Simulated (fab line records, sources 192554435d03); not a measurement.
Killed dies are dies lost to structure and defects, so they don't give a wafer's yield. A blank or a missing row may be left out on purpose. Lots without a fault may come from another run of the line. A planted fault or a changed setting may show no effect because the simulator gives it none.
fab line records | flow n5_finfet
record lots=24 wafers=72 last_day=18
route steps=1938 shown BEOL_M14@1763 BEOL_M15@1784
lots that met no fault: from a run of the same line without faults
start_h: hours from the record's first day to the start of the lot's first wafer shown | wait_h: hours since the lot's step before | " the same as in the row above | L1.1+2: a row that stands for several wafers | - no value, or no start given | * or withheld: withheld | < > ~ a bound
route shown NAME@n: a module of which the file shows steps, and the number in the route of the first | usual: mean/standard deviation of fault-free wafers | same: alike in all rows | chamber/n: place in a boat | sites: the reading at each site | _std_site: their standard deviation | _edge_site: outer sites' mean less inner sites' | radius_mm: how far each site lies from the wafer's centre | mask NAME#n: copy n | behind: the tool/chamber that last shaped the wafer | hold: why the lot was held/for how many hours/how that ended | device: the transistor (n, p or np) that didn't switch | end of line: the same wafers' tests at the end of the route | a step without rows: its recipe alone | killed: dies lost to structure and defects at the first sort, not the wafer's yield | map: a wafer's dies, x killed, . not, _ none there
set.NAME: the setting as run; set.NAME@STEP: as run at that earlier step | model.NAME: the simulator's own value behind a step, which no gauge read
steps of the route over a sample of lots; a table a step, a row a wafer
services: from which hour (start_h, from the record's first day; less than 0 if before it) a tool's chamber was out of use, for how many hours, and why
## steps
# step N5_BEOL_M14_SPUTTER_44
# recipe material=Ta target_thk_a=150 temp_c=50 bias_v=80 power_w=15000 chamber_pressure_pa=0.07 time_s=24.19
# usual chamber_pressure_pa=0.07/0.00015 throttle_valve_pct=30.1/0.98
# columns lot.wafer tool chamber start_h wait_h chamber_pressure_pa throttle_valve_pct
L074.2 pvd_sputter-03 - 271.75 0.0 0.07037 28.9
L074.5 " - " " 0.07016 29.1
L074.6 " - " " 0.06999 31.9
L075.2 pvd_sputter-01 - 272.56 0.0 0.06975 29.7
L075.3 " - " " 0.06995 30.1
L075.5 " - " " 0.06974 29.4
L076.1 pvd_sputter-03 - 288.31 0.0 0.06995 29.1
L076.2 " - " " 0.07005 31.8
L076.5 " - " " 0.06987 30.9
L078.1 pvd_sputter-02 - 290.16 0.0 0.07001 28.0
L078.4 " - " " 0.07013 31.5
L078.6 " - " " 0.06989 29.6
L077.1 pvd_sputter-02 - 290.56 0.0 0.06957 30.0
L077.2 " - " " 0.06995 29.3
L077.5 " - " " 0.06991 29.8
L081.2 pvd_sputter-03 - 301.34 0.0 0.06999 30.9
L081.5 " - " " 0.07034 30.6
L081.6 " - " " 0.07016 31.7
L082.1 pvd_sputter-03 - 304.96 0.0 0.06973 29.3
L082.5 " - " " 0.07023 30.0
L082.6 " - " " 0.06996 29.1
L080.1 pvd_sputter-01 - 312.75 0.0 0.07001 29.7
L080.3 " - " " 0.06992 30.7
L080.4 " - " " 0.06975 29.7
L079.2 pvd_sputter-01 - 317.17 0.0 0.0701 29.6
L079.3 " - " " 0.06985 30.3
L079.4 " - " " 0.07001 29.9
L084.1 pvd_sputter-03 - 317.33 0.0 0.07032 29.2
L084.3 " - " " 0.06998 30.7
L084.6 " - " " 0.06993 29.6
L083.1 pvd_sputter-02 - 322.02 0.0 0.06999 31.5
L083.3 " - " " 0.06987 29.4
L083.4 " - " " 0.07012 29.3
L086.3 pvd_sputter-01 - 326.72 0.0 0.07004 29.2
L086.4 " - " " 0.06997 30.3
L086.5 " - " " 0.07 29.3
L085.1 pvd_sputter-03 - 338.02 0.0 0.06985 29.9
L085.3 " - " " 0.06997 31.7
L085.6 " - " " 0.07005 31.6
L090.2 pvd_sputter-03 - 343.31 0.0 0.0701 29.6
L090.4 " - " " 0.0698 29.0
L090.6 " - " " 0.06981 29.1
L087.1 pvd_sputter-01 - 347.37 0.0 0.06985 29.6
L087.4 " - " " 0.06998 29.7
L087.5 " - " " 0.06979 29.5
L088.1 pvd_sputter-01 - 354.99 0.0 0.06996 30.5
L088.3 " - " " 0.07003 31.0
L088.6 " - " " 0.07041 29.9
L089.1 pvd_sputter-01 - 355.90 0.0 0.06976 30.9
L089.3 " - " " 0.06981 29.6
L089.5 " - " " 0.07004 29.9
L092.4 pvd_sputter-01 - 371.40 0.0 0.06994 29.6
L092.5 " - " " 0.06987 29.8
L092.6 " - " " 0.07001 31.1
L091.1 pvd_sputter-01 - 375.17 0.0 0.06995 30.4
L091.5 " - " " 0.06993 30.8
L091.6 " - " " 0.07 29.4
L093.2 pvd_sputter-03 - 375.26 0.0 0.07018 29.0
L093.4 " - " " 0.06996 29.8
L093.5 " - " " 0.06983 29.2
L094.2 pvd_sputter-02 - 381.08 0.0 0.07001 31.7
L094.4 " - " " 0.06995 29.2
L094.6 " - " " 0.06991 29.5
L096.2 pvd_sputter-01 - 399.34 0.0 0.07024 29.7
L096.4 " - " " 0.06989 29.6
L096.6 " - " " 0.0698 30.6
L095.1 pvd_sputter-02 - 399.55 0.0 0.07003 31.4
L095.4 " - " " 0.07009 29.3
L095.5 " - " " 0.06988 28.0
L097.4 pvd_sputter-03 - 404.80 0.0 0.07006 29.1
L097.5 " - " " 0.06985 29.5
L097.6 " - " " 0.07012 30.7
# step N5_BEOL_M14_RS_MEAS_54
# recipe thk_meas_gauge=four-point-probe reads=Cu_of_BEOL_M14_ECD_47+Ta_of_BEOL_M14_SPUTTER_44+TaN_of_BEOL_M14_SPUTTER_43
# usual M14_RS=0.0332/0.00081
# columns lot.wafer tool chamber start_h wait_h M14_RS[ohm/sq]
L074.2 film_metro-02 - 272.86 0.1 0.0339
L074.5 " - " " 0.0346
L074.6 " - " " 0.0326
L075.2 film_metro-01 - 273.67 0.1 0.0326
L075.3 " - " " 0.0337
L075.5 " - " " 0.0328
L076.1 film_metro-01 - 289.42 0.0 0.0340
L076.2 " - " " 0.0346
L076.5 " - " " 0.0322
L078.1 film_metro-02 - 291.26 0.0 0.0337
L078.4 " - " " 0.0347
L078.6 " - " " 0.0350
L077.1 film_metro-01 - 291.66 0.0 0.0329
L077.2 " - " " 0.0325
L077.5 " - " " 0.0322
L081.2 film_metro-01 - 302.44 0.1 0.0332
L081.5 " - " " 0.0327
L081.6 " - " " 0.0332
L082.1 film_metro-01 - 306.08 0.0 0.0328
L082.5 " - " " 0.0328
L082.6 " - " " 0.0331
L080.1 film_metro-01 - 313.97 0.0 0.0331
L080.3 " - " " 0.0333
L080.4 " - " " 0.0335
L079.2 film_metro-02 - 318.56 0.1 0.0347
L079.3 " - " " 0.0320
L079.4 " - " " 0.0341
L084.1 film_metro-02 - 318.80 0.0 0.0334
L084.3 " - " " 0.0323
L084.6 " - " " 0.0325
L083.1 film_metro-01 - 324.01 0.1 0.0328
L083.3 " - " " 0.0337
L083.4 " - " " 0.0324
L086.3 film_metro-01 - 327.83 0.1 0.0334
L086.4 " - " " 0.0331
L086.5 " - " " 0.0349
L085.1 film_metro-01 - 339.16 0.1 0.0329
L085.3 " - " " 0.0330
L085.6 " - " " 0.0327
L090.2 film_metro-01 - 344.52 0.1 0.0326
L090.4 " - " " 0.0330
L090.6 " - " " 0.0324
L087.1 film_metro-02 - 349.63 0.0 0.0338
L087.4 " - " " 0.0335
L087.5 " - " " 0.0321
L088.1 film_metro-02 - 356.26 0.0 0.0354
L088.3 " - " " 0.0341
L088.6 " - " " 0.0351
L089.1 film_metro-02 - 357.01 0.0 0.0326
L089.3 " - " " 0.0326
L089.5 " - " " 0.0329
L092.4 film_metro-01 - 372.70 0.1 0.0328
L092.5 " - " " 0.0335
L092.6 " - " " 0.0333
L091.1 film_metro-01 - 376.31 0.1 0.0328
L091.5 " - " " 0.0352
L091.6 " - " " 0.0328
L093.2 film_metro-01 - 376.58 0.1 0.0333
L093.4 " - " " 0.0333
L093.5 " - " " 0.0331
L094.2 film_metro-02 - 382.22 0.1 0.0330
L094.4 " - " " 0.0335
L094.6 " - " " 0.0342
L096.2 film_metro-01 - 400.73 0.1 0.0332
L096.4 " - " " 0.0327
L096.6 " - " " 0.0337
L095.1 film_metro-01 - 400.93 0.0 0.0327
L095.4 " - " " 0.0336
L095.5 " - " " 0.0329
L097.4 film_metro-01 - 406.48 0.0 0.0322
L097.5 " - " " 0.0329
L097.6 " - " " 0.0322
# step N5_BEOL_M15_OVL_MEAS_11
# recipe points_per_wafer=44
# usual V14_OVL=0/5.3
# columns lot.wafer tool chamber start_h wait_h V14_OVL[nm]
L074.2 overlay-01 0 273.51 0.0 2
L074.5 " 0 " " -7
L074.6 " 0 " " 6
L075.2 overlay-01 0 274.31 0.0 5
L075.3 " 0 " " -2
L075.5 " 0 " " -5
L076.1 overlay-02 0 290.06 0.0 3
L076.2 " 0 " " -6
L076.5 " 0 " " 5
L077.1 overlay-02 0 292.31 0.0 1
L077.2 " 0 " " 1
L077.5 " 0 " " 1
L078.1 overlay-01 0 292.35 0.0 -5
L078.4 " 0 " " -9
L078.6 " 0 " " -6
L081.2 overlay-02 0 303.09 0.0 5
L081.5 " 0 " " -2
L081.6 " 0 " " 5
L082.1 overlay-01 0 306.96 0.0 -7
L082.5 " 0 " " 1
L082.6 " 0 " " -5
L080.1 overlay-01 0 314.76 0.0 -7
L080.3 " 0 " " -4
L080.4 " 0 " " 10
L079.2 overlay-02 0 319.33 0.0 6
L079.3 " 0 " " 8
L079.4 " 0 " " -5
L084.1 overlay-01 0 319.57 0.0 -2
L084.3 " 0 " " -11
L084.6 " 0 " " 2
L083.1 overlay-01 0 324.66 0.0 -2
L083.3 " 0 " " 0
L083.4 " 0 " " -1
L086.3 overlay-01 0 328.47 0.0 7
L086.4 " 0 " " 1
L086.5 " 0 " " 12
L085.1 overlay-01 0 339.93 0.0 0
L085.3 " 0 " " 3
L085.6 " 0 " " -1
L090.2 overlay-01 0 345.17 0.0 -3
L090.4 " 0 " " -6
L090.6 " 0 " " -10
L087.1 overlay-01 0 350.27 0.0 -1
L087.4 " 0 " " 3
L087.5 " 0 " " -3
L088.1 overlay-01 0 356.90 0.0 2
L088.3 " 0 " " 3
L088.6 " 0 " " -3
L089.1 overlay-01 0 357.78 0.0 6
L089.3 " 0 " " 2
L089.5 " 0 " " 6
L092.4 overlay-01 0 373.35 0.0 -1
L092.5 " 0 " " 2
L092.6 " 0 " " 1
L091.1 overlay-02 0 377.19 0.0 -5
L091.5 " 0 " " 0
L091.6 " 0 " " -8
L093.2 overlay-01 0 377.36 0.0 4
L093.4 " 0 " " 6
L093.5 " 0 " " -3
L094.2 overlay-02 0 382.86 0.0 -14
L094.4 " 0 " " -6
L094.6 " 0 " " -1
L096.2 overlay-02 0 401.38 0.0 7
L096.4 " 0 " " -3
L096.6 " 0 " " -2
L095.1 overlay-02 0 401.58 0.0 -1
L095.4 " 0 " " -3
L095.5 " 0 " " 3
L097.4 overlay-01 0 407.13 0.0 1
L097.5 " 0 " " -5
L097.6 " 0 " " 2
# step N5_BEOL_M15_CD_MEAS_17
# recipe target_cd_nm=360 polarity=opening
# usual cd_nm=360.9/2.3
# columns lot.wafer tool chamber start_h wait_h cd_nm
L074.2 cd_sem-02 - 274.06 0.0 362.8
L074.5 " - " " 360.6
L074.6 " - " " 360.9
L075.2 cd_sem-01 - 274.87 0.0 356.5
L075.3 " - " " 359.3
L075.5 " - " " 357.5
L076.1 cd_sem-01 - 290.76 0.0 357.7
L076.2 " - " " 362.3
L076.5 " - " " 358.2
L077.1 cd_sem-01 - 292.90 0.0 361.5
L077.2 " - " " 363.1
L077.5 " - " " 360.9
L078.1 cd_sem-02 - 292.94 0.0 360.7
L078.4 " - " " 364.2
L078.6 " - " " 364.9
L081.2 cd_sem-03 - 303.65 0.0 361.6
L081.5 " - " " 360.6
L081.6 " - " " 363.9
L082.1 cd_sem-03 - 307.63 0.0 360.3
L082.5 " - " " 359.7
L082.6 " - " " 358.8
L080.1 cd_sem-01 - 315.37 0.0 356.0
L080.3 " - " " 359.5
L080.4 " - " " 358.2
L079.2 cd_sem-02 - 319.88 0.0 362.7
L079.3 " - " " 360.6
L079.4 " - " " 363.1
L084.1 cd_sem-02 - 320.29 0.0 358.1
L084.3 " - " " 359.2
L084.6 " - " " 360.2
L083.1 cd_sem-03 - 325.21 0.0 360.3
L083.3 " - " " 364.3
L083.4 " - " " 364.1
L086.3 cd_sem-03 - 329.03 0.0 362.7
L086.4 " - " " 362.9
L086.5 " - " " 361.2
L085.1 cd_sem-01 - 340.57 0.0 360.2
L085.3 " - " " 358.9
L085.6 " - " " 357.8
L090.2 cd_sem-01 - 345.73 0.0 359.0
L090.4 " - " " 360.8
L090.6 " - " " 362.3
L087.1 cd_sem-02 - 350.83 0.0 367.0
L087.4 " - " " 364.0
L087.5 " - " " 363.3
L088.1 cd_sem-01 - 357.46 0.0 362.6
L088.3 " - " " 358.6
L088.6 " - " " 359.7
L089.1 cd_sem-03 - 358.34 0.0 363.5
L089.3 " - " " 359.3
L089.5 " - " " 362.2
L092.4 cd_sem-02 - 373.91 0.0 362.1
L092.5 " - " " 360.2
L092.6 " - " " 359.7
L091.1 cd_sem-03 - 378.12 0.0 360.3
L091.5 " - " " 362.1
L091.6 " - " " 365.3
L093.2 cd_sem-01 - 378.30 0.0 361.2
L093.4 " - " " 360.0
L093.5 " - " " 359.9
L094.2 cd_sem-01 - 383.42 0.0 357.7
L094.4 " - " " 357.5
L094.6 " - " " 355.6
L096.2 cd_sem-01 - 401.94 0.0 361.5
L096.4 " - " " 357.9
L096.6 " - " " 362.0
L095.1 cd_sem-01 - 402.40 0.0 359.6
L095.4 " - " " 357.9
L095.5 " - " " 360.7
L097.4 cd_sem-03 - 407.72 0.0 364.1
L097.5 " - " " 362.9
L097.6 " - " " 361.1
# step N5_BEOL_M15_SPUTTER_45
# recipe material=Cu target_thk_a=1000 temp_c=-20 bias_v=60 power_w=26000 chamber_pressure_pa=0.13 time_s=16.67
# usual chamber_pressure_pa=0.12999/0.00027 throttle_valve_pct=30.2/0.91
# columns lot.wafer tool chamber start_h wait_h chamber_pressure_pa throttle_valve_pct
L074.2 pvd_sputter-03 - 277.55 0.0 0.12983 30.8
L074.5 " - " " 0.12996 30.7
L074.6 " - " " 0.12979 31.7
L075.2 pvd_sputter-01 - 283.93 0.0 0.12959 31.0
L075.3 " - " " 0.13007 30.8
L075.5 " - " " 0.1306 30.6
L076.1 pvd_sputter-01 - 296.65 0.0 0.13006 30.9
L076.2 " - " " 0.12991 30.4
L076.5 " - " " 0.12991 30.4
L077.1 pvd_sputter-03 - 297.82 0.0 0.13037 30.8
L077.2 " - " " 0.13003 29.0
L077.5 " - " " 0.13046 30.7
L078.1 pvd_sputter-01 - 301.31 0.0 0.13015 29.4
L078.4 " - " " 0.12988 29.8
L078.6 " - " " 0.12978 29.9
L081.2 pvd_sputter-01 - 308.79 0.0 0.12998 29.8
L081.5 " - " " 0.13028 29.8
L081.6 " - " " 0.13059 31.2
L082.1 pvd_sputter-01 - 312.47 0.0 0.13034 31.1
L082.5 " - " " 0.1301 30.1
L082.6 " - " " 0.13035 30.8
L080.1 pvd_sputter-03 - 319.85 0.0 0.12965 29.7
L080.3 " - " " 0.13 29.1
L080.4 " - " " 0.13051 31.4
L079.2 pvd_sputter-02 - 322.42 0.0 0.13023 28.1
L079.3 " - " " 0.12954 29.3
L079.4 " - " " 0.12975 29.5
L084.1 pvd_sputter-02 - 322.82 0.0 0.13008 29.4
L084.3 " - " " 0.1299 31.6
L084.6 " - " " 0.1298 29.8
L083.1 pvd_sputter-02 - 331.28 0.0 0.13012 29.4
L083.3 " - " " 0.13001 31.5
L083.4 " - " " 0.12966 29.5
L086.3 pvd_sputter-03 - 331.58 0.0 0.1296 29.3
L086.4 " - " " 0.12997 31.6
L086.5 " - " " 0.12966 30.6
L085.1 pvd_sputter-03 - 343.71 0.0 0.13016 30.6
L085.3 " - " " 0.13011 31.7
L085.6 " - " " 0.13013 29.7
L090.2 pvd_sputter-01 - 350.35 0.0 0.12983 29.7
L090.4 " - " " 0.13032 30.7
L090.6 " - " " 0.13004 31.0
L087.1 pvd_sputter-01 - 353.67 0.0 0.13027 29.8
L087.4 " - " " 0.1298 31.0
L087.5 " - " " 0.1299 31.1
L088.1 pvd_sputter-01 - 370.46 0.0 0.13012 30.0
L088.3 " - " " 0.12999 30.7
L088.6 " - " " 0.13003 29.8
L089.1 pvd_sputter-01 - 371.12 0.0 0.12995 31.0
L089.3 " - " " 0.12976 29.5
L089.5 " - " " 0.13032 29.4
L092.4 pvd_sputter-01 - 377.83 0.0 0.12997 29.7
L092.5 " - " " 0.12983 29.8
L092.6 " - " " 0.12995 30.6
L091.1 pvd_sputter-01 - 381.17 0.0 0.12982 31.2
L091.5 " - " " 0.13017 29.5
L091.6 " - " " 0.12956 31.0
L093.2 pvd_sputter-03 - 381.21 0.0 0.13032 29.4
L093.4 " - " " 0.12944 29.7
L093.5 " - " " 0.12943 31.6
L094.2 pvd_sputter-01 - 391.13 0.0 0.13007 30.5
L094.4 " - " " 0.13026 29.9
L094.6 " - " " 0.1299 30.6
L096.2 pvd_sputter-02 - 405.04 0.0 0.13038 28.0
L096.4 " - " " 0.12991 31.5
L096.6 " - " " 0.13024 29.9
L095.1 pvd_sputter-01 - 405.12 0.0 0.1298 31.4
L095.4 " - " " 0.12997 29.9
L095.5 " - " " 0.1302 29.7
L097.4 pvd_sputter-01 - 411.46 0.0 0.12958 29.5
L097.5 " - " " 0.12997 31.1
L097.6 " - " " 0.12994 29.5
# step N5_BEOL_M15_RS_MEAS_54
# recipe thk_meas_gauge=four-point-probe reads=Cu_of_BEOL_M15_ECD_47+Ta_of_BEOL_M15_SPUTTER_44+TaN_of_BEOL_M15_SPUTTER_43
# usual M15_RS=0.0219/0.00062
# columns lot.wafer tool chamber start_h wait_h M15_RS[ohm/sq]
L074.2 film_metro-01 - 278.63 0.1 0.0226
L074.5 " - " " 0.0218
L074.6 " - " " 0.0228
L075.2 film_metro-02 - 285.02 0.1 0.0210
L075.3 " - " " 0.0212
L075.5 " - " " 0.0229
L076.1 film_metro-01 - 297.76 0.1 0.0210
L076.2 " - " " 0.0225
L076.5 " - " " 0.0210
L077.1 film_metro-01 - 299.18 0.0 0.0228
L077.2 " - " " 0.0212
L077.5 " - " " 0.0217
L078.1 film_metro-02 - 302.39 0.0 0.0219
L078.4 " - " " 0.0213
L078.6 " - " " 0.0213
L081.2 film_metro-02 - 309.87 0.1 0.0225
L081.5 " - " " 0.0215
L081.6 " - " " 0.0227
L082.1 film_metro-02 - 313.55 0.0 0.0221
L082.5 " - " " 0.0224
L082.6 " - " " 0.0215
L080.1 film_metro-01 - 320.98 0.1 0.0222
L080.3 " - " " 0.0210
L080.4 " - " " 0.0211
L079.2 film_metro-01 - 324.28 0.1 0.0220
L079.3 " - " " 0.0218
L079.4 " - " " 0.0212
L084.1 film_metro-02 - 324.56 0.1 0.0228
L084.3 " - " " 0.0219
L084.6 " - " " 0.0220
L083.1 film_metro-02 - 332.96 0.0 0.0218
L083.3 " - " " 0.0208
L083.4 " - " " 0.0210
L086.3 film_metro-01 - 333.35 0.1 0.0211
L086.4 " - " " 0.0227
L086.5 " - " " 0.0221
L085.1 film_metro-01 - 344.79 0.0 0.0210
L085.3 " - " " 0.0222
L085.6 " - " " 0.0223
L090.2 film_metro-02 - 351.43 0.1 0.0211
L090.4 " - " " 0.0222
L090.6 " - " " 0.0211
L087.1 film_metro-01 - 354.77 0.0 0.0227
L087.4 " - " " 0.0218
L087.5 " - " " 0.0215
L088.1 film_metro-02 - 371.54 0.0 0.0208
L088.3 " - " " 0.0221
L088.6 " - " " 0.0223
L089.1 film_metro-01 - 372.20 0.0 0.0229
L089.3 " - " " 0.0214
L089.5 " - " " 0.0217
L092.4 film_metro-02 - 378.92 0.0 0.0210
L092.5 " - " " 0.0212
L092.6 " - " " 0.0222
L091.1 film_metro-01 - 382.25 0.0 0.0221
L091.5 " - " " 0.0222
L091.6 " - " " 0.0211
L093.2 film_metro-02 - 382.65 0.1 0.0222
L093.4 " - " " 0.0221
L093.5 " - " " 0.0222
L094.2 film_metro-02 - 392.33 0.1 0.0208
L094.4 " - " " 0.0224
L094.6 " - " " 0.0211
L096.2 film_metro-02 - 406.67 0.1 0.0232
L096.4 " - " " 0.0223
L096.6 " - " " 0.0222
L095.1 film_metro-02 - 406.93 0.0 0.0214
L095.4 " - " " 0.0212
L095.5 " - " " 0.0215
L097.4 film_metro-01 - 412.84 0.0 0.0230
L097.5 " - " " 0.0208
L097.6 " - " " 0.0229
## services
# columns tool chamber start_h hours kind
pvd_sputter-02 - 305.59 2.2 repair
pvd_sputter-01 - 326.95 3.2 repair
pvd_sputter-02 - 360.36 9.0 repair
pvd_sputter-02 - 373.64 2.1 repair
## key
fault none
